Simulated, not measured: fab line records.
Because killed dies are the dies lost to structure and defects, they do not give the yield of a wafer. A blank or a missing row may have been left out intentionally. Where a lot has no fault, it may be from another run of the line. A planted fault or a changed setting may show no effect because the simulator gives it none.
fab line records	flow nandHarc
record lots=12	wafers=36	lastDay=33
route steps=1302 shown P_ZERO_WELL@31 P_STI@83 END@1302
lots with no fault: from the same line, run without faults
startH: hours from the record's first day to the start of the lot's first wafer shown	waitH: hours since the lot's step before	" as in the row above	L1.1+2: a single row standing in for several wafers	- no value, or no start given	* or withheld: withheld	< > ~ a bound
route shown NAME@n: names a module that has steps shown in the file, with the first one's number in the route	usual: mean/standard deviation of fault-free wafers	same: alike in all rows	chamber/n: place in a boat	sites: per-site readings	_std_site: standard deviation of those values	_edge_site: the outer-site mean with the inner-site mean subtracted	radiusMm: for every site, how far away it sits from the centre of the wafer	mask NAME#n: copy n	behind: the last tool/chamber to shape the wafer	hold: what put the lot on hold/how long, in hours/how the hold closed	device: the n, p or np transistor that did not switch	end of line: at the end of the route, the tests of the same wafers	step lacking rows: just its recipe	killed: dies that structure and defects cost at the first sort, which is not the same as the wafer's yield	map: per-die view of a wafer (x killed, . not killed, _ where there is no die)
set.NAME: the setting as run; set.NAME@STEP: as run at that earlier step	model.NAME: the simulator's own value behind a step, which no gauge read
a sample of lots followed through the steps of the route, with each step as a table and each wafer as a row
services: when a tool's chamber went out of use (startH, in hours from the record's first day, below 0 if earlier), for how many hours, and the reason
## steps
# step NHARC_P_ZERO_WELL_DESCUM_26
# recipe timeS=3	o2FlowSccm=200	arFlowSccm=0	biasPowerW=0	chemistry=O2
# usual drypumpMotorCurrentA=5.8/0.43	o2FlowSccm=200.0/0.6	oesProductAu=1.003/0.011	rfVppV=57.8/0.88	showerheadPlenumPTorr=1.90/0.071	throttleValvePct=11.311/0.01
lot.wafer	tool	chamber	startH	waitH	drypumpMotorCurrentA	o2FlowSccm	oesProductAu	rfHoursCounterH	rfVppV	showerheadPlenumPTorr	throttleValvePct
L819.2	rieDiel-07	0	22.79	-	5.1	198.9	1.022	22	58.5	1.91	11.320
L819.3	"	3	"	"	6.0	200.0	0.991	23	58.2	1.92	11.330
L819.5	"	0	"	"	5.1	199.5	1.017	-	58.5	1.91	11.308
L820.3	rieDiel-10	0	32.74	-	6.3	199.6	1.005	35	57.1	1.93	11.300
L820.2	"	3	"	"	6.2	199.9	1.004	37	58.9	1.98	11.303
L820.5	"	1	"	"	6.1	200.2	1.002	-	57.8	1.90	11.303
L821.3	rieDiel-07	2	42.83	-	5.7	200.9	0.991	30	58.7	1.82	11.341
L821.5	"	3	"	"	6.0	199.8	1.001	-	57.2	1.92	11.318
L821.6	"	0	"	"	5.1	201.1	1.013	-	57.5	1.91	11.305
L823.4	rieDiel-10	2	62.75	-	5.5	200.5	1.004	46	58.1	1.81	11.306
L823.3	"	1	"	"	6.1	199.8	0.998	49	57.1	1.89	11.322
L823.5	"	3	"	"	6.2	200.2	1.007	-	58.1	1.98	11.315
L824.2	rieDiel-11	0	72.81	-	5.3	199.8	1.006	50	58.2	1.77	11.317
L824.6	"	0	"	"	5.3	199.6	1.005	-	57.1	1.77	11.315
L824.5	"	1	"	"	6.4	199.7	1.007	-	58.0	1.99	11.328
L827.4	rieDiel-10	0	102.72	-	6.3	199.3	1.014	9	57.8	1.92	11.312
L827.2	"	1	"	"	6.1	200.3	1.006	11	57.0	1.89	11.312
L827.5	"	3	"	"	6.1	200.7	1.013	-	57.9	1.97	11.295
L830.2	rieDiel-07	1	132.95	-	6.2	200.6	0.990	1	58.0	1.95	11.310
L830.3	"	2	"	"	5.8	200.0	0.983	1	56.9	1.81	11.296
L830.5	"	3	"	"	6.0	200.5	1.009	-	58.4	1.91	11.313
L838.1	rieDiel-11	0	212.80	-	5.3	199.1	1.011	46	57.4	2.06	11.318
L838.6	"	0	"	"	5.3	199.8	1.016	-	57.8	2.06	11.307
L838.5	"	1	"	"	6.4	200.4	1.009	-	57.7	1.98	11.300
L839.3	rieDiel-07	0	222.76	-	5.1	199.9	1.002	29	58.1	1.89	11.317
L839.1	"	3	"	"	6.0	200.8	1.009	29	57.1	1.90	11.331
L839.6	"	3	"	"	6.0	199.1	1.006	-	57.2	1.90	11.314
L840.4	rieDiel-10	0	232.68	-	6.3	200.1	1.004	48	57.9	1.91	11.320
L840.1	"	3	"	"	6.2	200.1	1.020	50	55.9	1.96	11.301
L840.5	"	1	"	"	6.1	201.2	1.005	-	57.6	1.88	11.318
L841.4	rieDiel-07	2	242.74	-	5.7	199.8	0.984	34	57.7	1.80	11.314
L841.2	"	3	"	"	6.0	199.4	0.997	33	57.2	1.90	11.333
L841.5	"	2	"	"	5.8	200.3	0.979	-	57.3	1.80	11.327
L842.3	rieDiel-07	0	252.97	-	5.1	199.9	0.995	36	56.8	1.89	11.318
L842.1	"	1	"	"	6.3	199.7	0.986	34	57.2	1.94	11.297
L842.5	"	3	"	"	6.0	199.9	1.009	-	59.2	1.90	11.307
# step NHARC_P_ZERO_WELL_EXPOSE_34
# recipe na=0.6	targetCdNm=720	doseMj=22.31	maskId=P_PWELL
# usual focusOffsetNm=0.0/0.56
lot.wafer	tool	chamber	startH	waitH	mask	focusOffsetNm
L819.2	krfScanner-03	0	23.99	-	P_PWELL#0	-0.6
L819.3	"	0	"	"	P_PWELL#0	0.3
L819.5	"	0	"	"	P_PWELL#0	1.0
L820.2	krfScanner-02	0	34.06	-	P_PWELL#0	0.4
L820.3	"	0	"	"	P_PWELL#0	0.6
L820.5	"	0	"	"	P_PWELL#0	0.5
L821.3	krfScanner-03	0	44.12	-	P_PWELL#0	-1.4
L821.5	"	0	"	"	P_PWELL#0	-0.5
L821.6	"	0	"	"	P_PWELL#0	0.5
L823.3	krfScanner-04	0	64.08	-	P_PWELL#0	-0.1
L823.4	"	0	"	"	P_PWELL#0	0.4
L823.5	"	0	"	"	P_PWELL#0	-0.7
L824.2	krfScanner-04	0	74.02	-	P_PWELL#0	-0.1
L824.5	"	0	"	"	P_PWELL#0	0.6
L824.6	"	0	"	"	P_PWELL#0	0.6
L827.2	krfScanner-04	0	104.03	-	P_PWELL#0	0.2
L827.4	"	0	"	"	P_PWELL#0	-0.6
L827.5	"	0	"	"	P_PWELL#0	-0.1
L830.2	krfScanner-03	0	134.13	-	P_PWELL_R1#0	0.9
L830.3	"	0	"	"	P_PWELL_R1#0	1.5
L830.5	"	0	"	"	P_PWELL_R1#0	0.0
L838.1	krfScanner-04	0	214.11	-	P_PWELL#0	0.1
L838.5	"	0	"	"	P_PWELL#0	0.0
L838.6	"	0	"	"	P_PWELL#0	0.6
L839.1	krfScanner-02	0	224.17	-	P_PWELL#0	0.1
L839.3	"	0	"	"	P_PWELL#0	-0.3
L839.6	"	0	"	"	P_PWELL#0	-0.8
L840.1	krfScanner-04	0	234.01	-	P_PWELL#0	0.3
L840.4	"	0	"	"	P_PWELL#0	-0.8
L840.5	"	0	"	"	P_PWELL#0	-0.1
L841.2	krfScanner-03	0	244.08	-	P_PWELL#0	-0.3
L841.4	"	0	"	"	P_PWELL#0	-0.1
L841.5	"	0	"	"	P_PWELL#0	-0.2
L842.1	krfScanner-03	0	254.14	-	P_PWELL#0	0.3
L842.3	"	0	"	"	P_PWELL#0	0.9
L842.5	"	0	"	"	P_PWELL#0	1.0
# step NHARC_P_ZERO_WELL_CD_MEAS_37
# recipe targetCdNm=720	landingEnergyEv=500
# usual cdNm=720.1/2.1
lot.wafer	tool	chamber	startH	waitH	cdNm
L819.2	cdSem-02	0	24.15	-	718.2
L819.3	"	0	"	"	718.9
L819.5	"	0	"	"	720.9
L820.2	cdSem-02	0	34.22	-	721.5
L820.3	"	0	"	"	719.2
L820.5	"	0	"	"	721.3
L821.3	cdSem-03	0	44.27	-	718.5
L821.5	"	0	"	"	721.8
L821.6	"	0	"	"	718.1
L823.3	cdSem-02	0	64.23	-	719.7
L823.4	"	0	"	"	718.6
L823.5	"	0	"	"	722.6
L824.2	cdSem-03	0	74.17	-	719.5
L824.5	"	0	"	"	720.3
L824.6	"	0	"	"	718.9
L827.2	cdSem-02	0	104.19	-	720.9
L827.4	"	0	"	"	721.1
L827.5	"	0	"	"	719.8
L830.2	cdSem-01	0	134.28	-	680.3
L830.3	"	0	"	"	679.9
L830.5	"	0	"	"	679.8
L838.1	cdSem-01	0	214.27	-	717.5
L838.5	"	0	"	"	716.8
L838.6	"	0	"	"	720.8
L839.1	cdSem-02	0	224.33	-	721.2
L839.3	"	0	"	"	721.4
L839.6	"	0	"	"	721.0
L840.1	cdSem-03	0	234.17	-	716.4
L840.4	"	0	"	"	718.2
L840.5	"	0	"	"	721.2
L841.2	cdSem-02	0	244.23	-	718.7
L841.4	"	0	"	"	719.0
L841.5	"	0	"	"	714.9
L842.1	cdSem-02	0	254.30	-	720.9
L842.3	"	0	"	"	722.5
L842.5	"	0	"	"	718.6
# step NHARC_P_ZERO_WELL_RTA_42
# recipe tempC=1100	timeS=300
# usual lampPowerPct=40.0/0.79	lamp_zone_6_pct=39.9/0.79	wafer_temp_C_max=1104.6/1.6
lot.wafer	tool	chamber	startH	waitH	lampPowerPct	lamp_zone_6_pct	wafer_temp_C_max
L819.2	rtpAnneal-02	0	27.04	-	40.5	40.4	1106.8
L819.3	"	0	"	"	40.6	40.5	1106.0
L819.5	"	0	"	"	40.5	40.4	1105.0
L820.2	rtpAnneal-02	0	37.12	-	40.5	40.4	1104.7
L820.3	"	0	"	"	40.5	40.6	1106.0
L820.5	"	0	"	"	40.6	40.4	1106.6
L821.3	rtpAnneal-02	0	47.28	-	40.5	40.5	1105.5
L821.5	"	0	"	"	40.5	40.5	1104.8
L821.6	"	0	"	"	40.6	40.5	1103.6
L823.3	rtpAnneal-02	0	67.09	-	40.4	40.5	1105.2
L823.4	"	0	"	"	40.4	40.5	1107.0
L823.5	"	0	"	"	40.4	40.5	1106.9
L824.2	rtpAnneal-01	0	77.04	-	38.8	38.8	1102.8
L824.5	"	0	"	"	38.8	38.8	1103.6
L824.6	"	0	"	"	38.7	38.8	1101.9
L827.2	rtpAnneal-02	0	107.10	-	40.5	40.4	1104.4
L827.4	"	0	"	"	40.5	40.5	1104.9
L827.5	"	0	"	"	40.6	40.5	1106.0
L830.2	rtpAnneal-02	0	137.17	-	40.5	40.5	1106.5
L830.3	"	0	"	"	40.5	40.5	1106.3
L830.5	"	0	"	"	40.6	40.5	1106.2
L838.1	rtpAnneal-02	0	217.12	-	40.5	40.5	1102.9
L838.5	"	0	"	"	40.5	40.5	1104.6
L838.6	"	0	"	"	40.5	40.5	1104.9
L839.1	rtpAnneal-02	0	227.12	-	40.5	40.5	1107.1
L839.3	"	0	"	"	40.5	40.5	1104.4
L839.6	"	0	"	"	40.5	40.4	1105.8
L840.1	rtpAnneal-01	0	237.02	-	38.9	38.8	1103.9
L840.4	"	0	"	"	38.9	38.9	1102.6
L840.5	"	0	"	"	38.9	38.8	1103.0
L841.2	rtpAnneal-01	0	247.25	-	38.9	38.8	1103.5
L841.4	"	0	"	"	38.9	38.8	1104.0
L841.5	"	0	"	"	38.9	38.8	1102.3
L842.1	rtpAnneal-02	0	257.08	-	40.5	40.5	1104.9
L842.3	"	0	"	"	40.6	40.5	1106.7
L842.5	"	0	"	"	40.6	40.5	1104.0
# step NHARC_P_STI_CD_MEAS_09
# recipe targetCdNm=200	landingEnergyEv=500
# usual cdNm=199.1/2.6
lot.wafer	tool	chamber	startH	waitH	cdNm
L819.2	cdSem-02	0	43.57	-	200.5
L819.3	"	0	"	"	201.6
L819.5	"	0	"	"	200.1
L820.2	cdSem-01	0	54.49	-	199.8
L820.3	"	0	"	"	194.4
L820.5	"	0	"	"	199.2
L821.3	cdSem-01	0	62.61	-	201.4
L821.5	"	0	"	"	199.9
L821.6	"	0	"	"	201.8
L823.3	cdSem-02	0	84.29	-	200.3
L823.4	"	0	"	"	198.9
L823.5	"	0	"	"	196.3
L824.2	cdSem-02	0	94.43	-	199.5
L824.5	"	0	"	"	195.6
L824.6	"	0	"	"	195.3
L827.2	cdSem-01	0	123.23	-	194.3
L827.4	"	0	"	"	197.3
L827.5	"	0	"	"	195.6
L830.2	cdSem-01	0	154.32	-	200.4
L830.3	"	0	"	"	202.5
L830.5	"	0	"	"	201.7
L838.1	cdSem-02	0	233.05	-	194.5
L838.5	"	0	"	"	193.8
L838.6	"	0	"	"	197.0
L839.1	cdSem-03	0	242.47	-	203.7
L839.3	"	0	"	"	203.7
L839.6	"	0	"	"	200.2
L840.1	cdSem-03	0	254.44	-	192.6
L840.4	"	0	"	"	196.5
L840.5	"	0	"	"	193.4
L841.2	cdSem-02	0	262.70	-	197.8
L841.4	"	0	"	"	200.1
L841.5	"	0	"	"	196.0
L842.1	cdSem-01	0	273.03	-	198.3
L842.3	"	0	"	"	201.4
L842.5	"	0	"	"	199.5
# step NHARC_END_SORT_01
# recipe tempC=25
# usual killedAtArray=53/20	killedAtOther=1/1.2	killedAtPeriphery=3.7/2.6	killedDies=58/20	killedOpen=3.5/1.8	killedShort=2.4/1.7
# same grossDies=677
lot.wafer	tool	chamber	startH	waitH	killedAtArray	killedAtOther	killedAtPeriphery	killedDies	killedOpen	killedShort
L827.2	prober-02	0	646.45	2.8	76	1	3	80	3	6
L827.4	prober-02	0	648.02	3.4	73	0	1	74	3	4
L827.5	prober-02	0	648.81	3.6	82	0	4	86	7	3
L839.1	prober-01	0	764.37	2.5	52	0	0	52	4	3
L839.3	prober-01	0	765.96	3.1	66	1	0	67	5	2
L839.6	prober-01	0	768.35	4.0	52	0	1	53	1	3
L840.1	prober-02	0	773.38	2.5	25	6	7	38	5	2
L840.4	prober-02	0	775.78	3.4	32	0	4	36	7	0
L840.5	prober-02	0	776.58	3.7	25	1	9	35	3	5
# killed by level:class
L827.2 A_CHANNEL_HOLE_D2:chamberFilmFlake=36 A_CHANNEL_HOLE_D1:chamberFilmFlake=29 A_STAIRCASE:chamberFilmFlake=3 A_ONON_D2:geometricParticle:short=2 A_WL_FILL:geometricParticle:short=2 P_GATE:geometricParticle:open=1 P_CONTACT:geometricParticle:open=1 A_CHANNEL_HOLE_D2:geometricParticle:short=1
L827.4 A_CHANNEL_HOLE_D1:chamberFilmFlake=28 A_CHANNEL_HOLE_D2:chamberFilmFlake=25 A_STAIRCASE:chamberFilmFlake=3 A_CONTACT:chamberFilmFlake=3 A_ZERO_WELL:chamberFilmFlake=2 A_CHANNEL_FILL_D1:chamberFilmFlake=2 A_SLIT:chamberFilmFlake=2 P_CONTACT:geometricParticle:short=1
L827.5 A_CHANNEL_HOLE_D1:chamberFilmFlake=40 A_CHANNEL_HOLE_D2:chamberFilmFlake=27 A_CONTACT:chamberFilmFlake=3 P_CONTACT:geometricParticle:open=2 A_ONON_D2:geometricParticle:open=2 A_CONTACT:geometricParticle:open=2 P_ZERO_WELL:chamberFilmFlake=2 A_STAIRCASE:chamberFilmFlake=2
L839.1 A_CHANNEL_HOLE_D1:chamberFilmFlake=26 A_SLIT:chamberFilmFlake=7 A_CONTACT:chamberFilmFlake=6 A_SGD_CUT:chamberFilmFlake=2 A_CHANNEL_FILL_D1:geometricParticle:open=1 A_CHANNEL_FILL_D2:geometricParticle:short=1 A_WL_FILL:geometricParticle:short=1 A_CONTACT:geometricParticle:open=1
L839.3 A_CHANNEL_HOLE_D1:chamberFilmFlake=40 A_SLIT:chamberFilmFlake=9 A_CONTACT:chamberFilmFlake=4 A_CHANNEL_FILL_D2:chamberFilmFlake=2 A_M1:chamberFilmFlake=2 A_DECK1_JOINT:geometricParticle:open=1 A_ONON_D2:geometricParticle:open=1 A_CHANNEL_HOLE_D2:geometricParticle:short=1
L839.6 A_CHANNEL_HOLE_D1:chamberFilmFlake=34 A_CONTACT:chamberFilmFlake=5 A_SLIT:chamberFilmFlake=5 A_M1:chamberFilmFlake=4 A_CHANNEL_FILL_D1:geometricParticle:short=2 P_CONTACT:geometricParticle:short=1 A_WL_FILL:geometricParticle:open=1 A_STAIRCASE:chamberFilmFlake=1
L840.1 A_SLIT:chamberFilmFlake=9 A_CONTACT:chamberFilmFlake=6 THIN_TSV:chamberFilmFlake=5 P_CONTACT:chamberFilmFlake=4 P_CONTACT:geometricParticle:open=2 A_CHANNEL_FILL_D2:chamberFilmFlake=2 A_ONON_D2:geometricParticle:open=1 A_CHANNEL_HOLE_D2:geometricParticle:short=1
L840.4 A_CONTACT:chamberFilmFlake=10 A_SLIT:chamberFilmFlake=8 A_CHANNEL_HOLE_D1:chamberFilmFlake=5 P_CONTACT:geometricParticle:open=2 P_CONTACT:chamberFilmFlake=2 A_STAIRCASE:chamberFilmFlake=2 A_DECK1_JOINT:geometricParticle:open=1 A_ONON_D2:geometricParticle:open=1
L840.5 A_CONTACT:chamberFilmFlake=9 P_ZERO_WELL:chamberFilmFlake=4 P_CONTACT:chamberFilmFlake=3 A_STAIRCASE:chamberFilmFlake=3 A_M0:geometricParticle:open=2 A_CHANNEL_HOLE_D1:chamberFilmFlake=2 A_SLIT:chamberFilmFlake=2 P_M1:geometricParticle:short=1
## services
tool	chamber	startH	hours	kind
rieDiel-10	3	9.03	1.5	repair
krfScanner-04	-	10.00	4.0	pm
rtpAnneal-02	-	12.00	12.0	pm
rieDiel-07	0	22.78	-	clean
rieDiel-07	1	22.78	-	clean
krfScanner-03	-	52.00	4.0	pm
krfScanner-04	-	52.65	6.1	repair
rtpAnneal-02	-	58.00	2.5	repair
rieDiel-10	-	71.53	9.0	pm
rieDiel-11	-	79.93	9.0	pm
krfScanner-04	-	80.15	4.2	repair
krfScanner-02	-	94.00	4.0	pm
krfScanner-03	-	107.34	0.8	repair
krfScanner-02	-	112.61	0.4	repair
rieDiel-11	-	117.97	0.4	repair
rieDiel-07	-	118.04	9.0	pm
krfScanner-03	-	175.77	4.2	repair
krfScanner-04	-	182.00	4.0	pm
rieDiel-10	-	186.86	0.5	repair
krfScanner-04	-	216.87	0.7	repair
rieDiel-07	1	221.90	10.4	repair
krfScanner-03	-	224.00	4.0	pm
rieDiel-10	-	248.53	9.0	pm
rieDiel-11	-	256.93	9.0	pm
## key
firstSign step=NHARC_P_ZERO_WELL_EXPOSE_34	reading=mask	direction=changed
effect step=NHARC_P_ZERO_WELL_CD_MEAS_37	reading=cdNm	direction=down	sigmas=19	usual=720.1	struck=680.0
metAt NHARC_P_ZERO_WELL_EXPOSE_34
struckLots L830
testerLeftOut L830
notActingAt NHARC_P_ZERO_WELL_DESCUM_26,NHARC_P_ZERO_WELL_RTA_42,NHARC_P_STI_CD_MEAS_09
onsetBetween 44.12 134.13
fault kind=wrongMask	tool=any	chamber=-	onsetH=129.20	steps=NHARC_P_ZERO_WELL_EXPOSE_34	auxCopy=P_PWELL_R1#0	cdOffsetNm=-39.099	scope=struckLotsOnly
# testerLeftOut: of these lots the tester's yield and bins aren't shown, on N5 and GAA mostly nor the transistor test; their killed dies are dies lost to structure and defects alone, not to doping, threshold or leakage, so they don't give the yield
